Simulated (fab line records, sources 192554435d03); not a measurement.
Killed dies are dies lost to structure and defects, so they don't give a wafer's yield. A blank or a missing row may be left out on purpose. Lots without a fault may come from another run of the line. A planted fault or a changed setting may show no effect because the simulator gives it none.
Split-lot experiment | flow n5_finfet | 7 lots, 21 wafers read, on a route of 1938 steps

THE SPLIT
At N5_BEOL_M4_TRENCH_ETCH_37 (etches SiOC in C4F6/O2, target depth 55.555 nm, time 29.2 s), the setting bias_w was moved away from the recipe's 185 W on 5 of the 21 wafers read, by -13.4% to +16.3%. The other wafers ran this setting at the recipe's value.

The reading is taken at the split's own step.

THE READING
rf_vpp_V, in V, at N5_BEOL_M4_TRENCH_ETCH_37 (etches SiOC in C4F6/O2, target depth 55.555 nm, time 29.2 s). Fault-free wafers of this fab line usually give 670 V, standard deviation 6.5 V.

wafer  | tool, chamber at the split | bias_w as run, W | against the recipe | rf_vpp_V, V | against lot-mates on the recipe
L075.2 | rie_diel-05, 1             | 185              | recipe             | 682         | -
L075.4 | rie_diel-05, 0             | 185              | recipe             | 663         | -
L075.5 | rie_diel-05, 3             | 185              | recipe             | 669         | -
L081.4 | rie_diel-05, 3             | 215.2            | +16.3%             | 753         | +88
L081.5 | rie_diel-05, 0             | 185              | recipe             | 662         | -
L081.6 | rie_diel-05, 3             | 185              | recipe             | 669         | -
L082.2 | rie_diel-02, 2             | 196.4            | +6.2%              | 712         | +41
L082.3 | rie_diel-02, 0             | 185              | recipe             | 671         | -
L082.6 | rie_diel-02, 3             | 196.4            | +6.2%              | 704         | +33
L085.1 | rie_diel-06, 2             | 185              | recipe             | 665         | -
L085.2 | rie_diel-06, 0             | 160.3            | -13.4%             | 584         | -86
L085.5 | rie_diel-06, 3             | 185              | recipe             | 675         | -
L088.2 | rie_diel-06, 3             | 185              | recipe             | 675         | -
L088.5 | rie_diel-06, 3             | 185              | recipe             | 676         | -
L088.6 | rie_diel-06, 0             | 213.3            | +15.3%             | 732         | +56
L093.2 | rie_diel-05, 0             | 185              | recipe             | 661         | -
L093.4 | rie_diel-05, 2             | 185              | recipe             | 671         | -
L093.6 | rie_diel-05, 2             | 185              | recipe             | 670         | -
L095.1 | rie_diel-06, 2             | 185              | recipe             | 665         | -
L095.3 | rie_diel-06, 3             | 185              | recipe             | 676         | -
L095.4 | rie_diel-06, 1             | 185              | recipe             | 675         | -

THE FIT
A straight line over all 21 wafers: rf_vpp_V changes by +5.23 V for each +1% of bias_w; r = +0.97; the points scatter about the line by 8 V.
The same after taking each lot's own level away (the mean of its wafers on the recipe; 21 wafers): +5.22 V for each +1%; r = +0.97; scatter 8.1 V.
On that fit, the largest move of bias_w shifts the reading by 85 V.
The lots' own levels span 665.5 to 675.5 V, that is 1.5 times the standard deviation above.
So the lot-to-lot level changes the slope little: the two slopes agree.
Check: with one of the wafers moved furthest among these (+16.3%) left out of the fit, the line predicts +81.8 V for it against its lot-mates. It came out at +87.5 V against them.
Tool readings at the split's step, against how far the setting was moved: rf_vpp_V r = +0.97.

OTHER SPLITS ON THESE WAFERS
These wafers also went through other splits before the reading. Each is held against what the fit with the lots' levels taken away leaves over:
other split on the same wafers | wafers away from the commonest value | r with rf_vpp_V (lot level and that fit taken away)
N5_BEOL_M4_EXPOSE_08 dose_mj   | 4                                    | +0.00

THE FILE'S OWN FIT
rf_vpp_V changes by +5.12 V for each +1% of bias_w, r = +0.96.
